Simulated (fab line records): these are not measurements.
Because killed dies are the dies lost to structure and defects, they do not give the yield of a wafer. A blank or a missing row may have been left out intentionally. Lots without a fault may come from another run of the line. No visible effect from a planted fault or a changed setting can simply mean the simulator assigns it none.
What tool caused it? | flow nand harc | 37 wafers from 13 lots sampled at 6 of the route's 1159 steps

== WHAT THE GAUGES READ, wafer by wafer ==
NHARC_A_ONON_D1_THK_MEAS_08: measures by ellipsometry.
lot  | measured     | on            | thk nm (nm)
L368 | day 8 04:46  | film metro-02 | 995 996 996
L367 | day 8 10:05  | film metro-02 | 990 989 988
L366 | day 8 10:05  | film metro-01 | 1000 998 998
L369 | day 8 13:29  | film metro-01 | 1006 1003 1004
L372 | day 9 09:15  | film metro-01 | 992 994 995
L375 | day 9 20:31  | film metro-01 | 1013 1014
L377 | day 10 22:29 | film metro-01 | 989 988 990
L379 | day 11 05:10 | film metro-01 | 1005 1007
L382 | day 11 19:08 | film metro-01 | 1008 1008 1010
L384 | day 12 13:01 | film metro-01 | 999 999 999
L386 | day 12 20:38 | film metro-01 | 1020 1021 1022
L387 | day 13 05:43 | film metro-02 | 996 1000 998
L388 | day 13 05:51 | film metro-01 | 1010 1009 1010

NHARC_A_ONON_D1_THK_MEAS_18: measures by ellipsometry.
lot  | measured     | on            | thk nm (nm)
L368 | day 8 13:55  | film metro-01 | 997 995 997
L367 | day 8 18:17  | film metro-02 | 1007 1006 1008
L366 | day 8 18:18  | film metro-01 | 985 984 987
L369 | day 8 21:46  | film metro-01 | 1010 1009 1010
L372 | day 9 19:38  | film metro-02 | 980 979 980
L375 | day 10 07:50 | film metro-02 | 615 983
L377 | day 11 06:50 | film metro-02 | 623 989 993
L379 | day 11 13:23 | film metro-02 | 624 992
L382 | day 12 04:47 | film metro-01 | 1002 1003 1001
L384 | day 12 21:17 | film metro-01 | 1017 1016 1014
L386 | day 13 04:56 | film metro-01 | 1006 1007 1005
L387 | day 13 20:11 | film metro-02 | 1004 1003 1004
L388 | day 13 20:11 | film metro-02 | 982 982 982

NHARC_A_CHANNEL_HOLE_D1_OVL_MEAS_11.
lot  | measured     | on         | overlay x nm (nm) | overlay y nm (nm)
L368 | day 8 19:34  | overlay-01 | 0.2 -0.3 -0.4     | -0.4 -0.4 -0.5
L367 | day 9 00:25  | overlay-02 | -0.3 0.0 0.1      | 0.2 0.5 0.2
L366 | day 9 01:26  | overlay-01 | -0.5 -0.8 -0.7    | 0.5 0.1 0.3
L369 | day 9 03:19  | overlay-02 | 0.3 -0.3 0.6      | -2.1 -2.3 -2.3
L372 | day 10 01:22 | overlay-02 | -0.5 -0.5 -0.2    | -0.3 -0.5 0.0
L375 | day 10 15:25 | overlay-01 | -1.5              | -0.9
L377 | day 11 14:11 | overlay-01 | 1.7 1.6           | 0.1 0.1
L379 | day 11 19:08 | overlay-01 | 0.3               | 1.3
L382 | day 12 10:17 | overlay-01 | -0.7 -0.6 -0.4    | -1.0 -0.6 -1.5
L384 | day 13 03:10 | overlay-01 | -0.1 0.2 -0.4     | -0.2 -0.2 -0.6
L386 | day 13 10:52 | overlay-02 | -0.6 -0.6 0.2     | 1.4 0.8 0.9
L387 | day 14 02:32 | overlay-02 | -0.4 -0.2 -0.2    | -1.3 -0.8 -1.1
L388 | day 14 02:07 | overlay-02 | 1.0 1.0 1.0       | -0.9 -0.6 -0.6

NHARC_END_SORT_01.
lot  | measured     | on        | killed at array | killed at other | killed at periphery | killed dies | killed open | killed short
L375 | day 21 10:02 | prober-01 | 677 24          | 0 0             | 0 0                 | 677 24      | 3 2         | 2 3
L377 | day 22 02:30 | prober-02 | 676 35 30       | 0 0 0           | 1 2 3               | 677 37 33   | 4 3 7       | 0 2 2
L379 | day 23 08:01 | prober-01 | 677 25          | 0 1             | 0 0                 | 677 26      | 1 2         | 3 0

== TOOL THAT RAN EACH LOT (tool first, then ch and the chambers of the sampled wafers, then the start) ==
lot  | NHARC_A_ZERO_WELL_ETCH_19          | NHARC_A_ONON_D1_DEP_16
L368 | rie diel-12 ch 0,1, day 7 05:07    | pecvd onon-02 ch 0, day 8 13:31
L367 | rie diel-09 ch 0,1, day 7 09:58    | pecvd onon-04 ch 0, day 8 17:47
L366 | rie diel-09 ch 1,2, day 7 12:35    | pecvd onon-03 ch 0, day 8 17:51
L369 | rie diel-09 ch 0,1,2, day 7 13:20  | pecvd onon-03 ch 0, day 8 21:22
L372 | rie diel-09 ch 0,3, day 8 07:54    | pecvd onon-03 ch 0, day 9 19:07
L375 | rie diel-05 ch 1,2, day 8 18:52    | pecvd onon-03 ch 0, day 10 07:20
L377 | rie diel-12 ch 1,2,3, day 9 23:04  | pecvd onon-03 ch 0, day 11 06:19
L379 | rie diel-09 ch 2,3, day 10 06:45   | pecvd onon-03 ch 0, day 11 12:59
L382 | rie diel-12 ch 0,2,3, day 10 21:21 | pecvd onon-02 ch 0, day 12 04:20
L384 | rie diel-05 ch 1,2,3, day 11 13:17 | pecvd onon-02 ch 0, day 12 20:49
L386 | rie diel-05 ch 0,1,2, day 11 20:52 | pecvd onon-04 ch 0, day 13 04:29
L387 | rie diel-09 ch 2,3, day 12 04:31   | pecvd onon-03 ch 0, day 13 19:47
L388 | rie diel-12 ch 1,3, day 12 05:30   | pecvd onon-04 ch 0, day 13 19:47
- NHARC_A_ZERO_WELL_ETCH_19: etches the open film in N2/H2, target depth 80 nm, overetch 24 nm, time 87.88 s.
- NHARC_A_ONON_D1_DEP_16: target thk 1000 nm.

== AS READ BY THE TOOLS THEMSELVES (means over the sampled wafers that have a number; for cases with no such wafer, the mark the record gives instead) ==
NHARC_A_ZERO_WELL_ETCH_19.
lot  | tool        | drypump motor current A (A) | oes product au (a.u.) | rf fwd power W (W) | rf vpp V (V) | showerhead plenum p Torr (Torr) | throttle valve pct (%)
L368 | rie diel-12 | 5.6                         | 0.996                 | 397.1              | 428.0        | 1.94                            | 14.173
L367 | rie diel-09 | 5.1                         | 1.008                 | 394.6              | 432.2        | 2.11                            | 14.167
L366 | rie diel-09 | 6.0                         | 0.997                 | 397.5              | 429.2        | 1.99                            | 14.172
L369 | rie diel-09 | 5.6                         | 1.001                 | 398.7              | 431.0        | 2.07                            | 14.170
L372 | rie diel-09 | 5.2                         | 1.000                 | 396.6              | 433.0        | 2.13                            | 14.163
L375 | rie diel-05 | 5.5                         | 0.994                 | 397.1              | 428.4        | 1.98                            | 14.181
L377 | rie diel-12 | 6.1                         | 1.002                 | 396.6              | 431.1        | 2.06                            | 14.166
L379 | rie diel-09 | 6.0                         | 0.998                 | 399.0              | 428.8        | 2.00                            | 14.179
L382 | rie diel-12 | 6.3                         | 0.995                 | 397.7              | 429.7        | 2.04                            | 14.176
L384 | rie diel-05 | 5.6                         | 1.004                 | 398.1              | 430.5        | 2.05                            | 14.176
L386 | rie diel-05 | 5.6                         | 0.998                 | 395.9              | 428.5        | 1.98                            | 14.168
L387 | rie diel-09 | 5.8                         | 0.996                 | 397.7              | 429.8        | 2.02                            | 14.181
L388 | rie diel-12 | 6.1                         | 1.004                 | 395.6              | 430.3        | 2.05                            | 14.168

== THE ANSWER, worked out from the rows above alone ==
Rule: the usual values come from the lots themselves. Put in order of their means at a reading, lots are off if they are a third of the lots or fewer, leave a main group of 4 or more, and stand apart from it by a gap of 3 or more times the standard deviation of the main group's means; of several such gaps the widest counts. A main group whose means are all the same, to the digits that the tables above print for the reading, isn't used. Also off: a lot with no number at a reading for which 4 or more lots have one. The other lots that the step has rows for count as sound. The gauges are gone through in route order, then the tools' own readings, and for those a lot's mean is taken as printed above. The first step at which some lot is off is used, and at that step the reading that is off furthest; a lot without a number counts as furthest.
Off at NHARC_A_ONON_D1_THK_MEAS_18 (thk nm): L375, L377, L379. Mean 999 nm and standard deviation 12 in the main group.
A tool fits if, at a process step before that reading, it ran every lot that is off, and no sound lot after the first of them. Those tools and the gauges at NHARC_A_ONON_D1_THK_MEAS_18 are tried in the same way. No candidate that was tried fits.

== WHAT THE SIMULATOR HAD PUT IN ==
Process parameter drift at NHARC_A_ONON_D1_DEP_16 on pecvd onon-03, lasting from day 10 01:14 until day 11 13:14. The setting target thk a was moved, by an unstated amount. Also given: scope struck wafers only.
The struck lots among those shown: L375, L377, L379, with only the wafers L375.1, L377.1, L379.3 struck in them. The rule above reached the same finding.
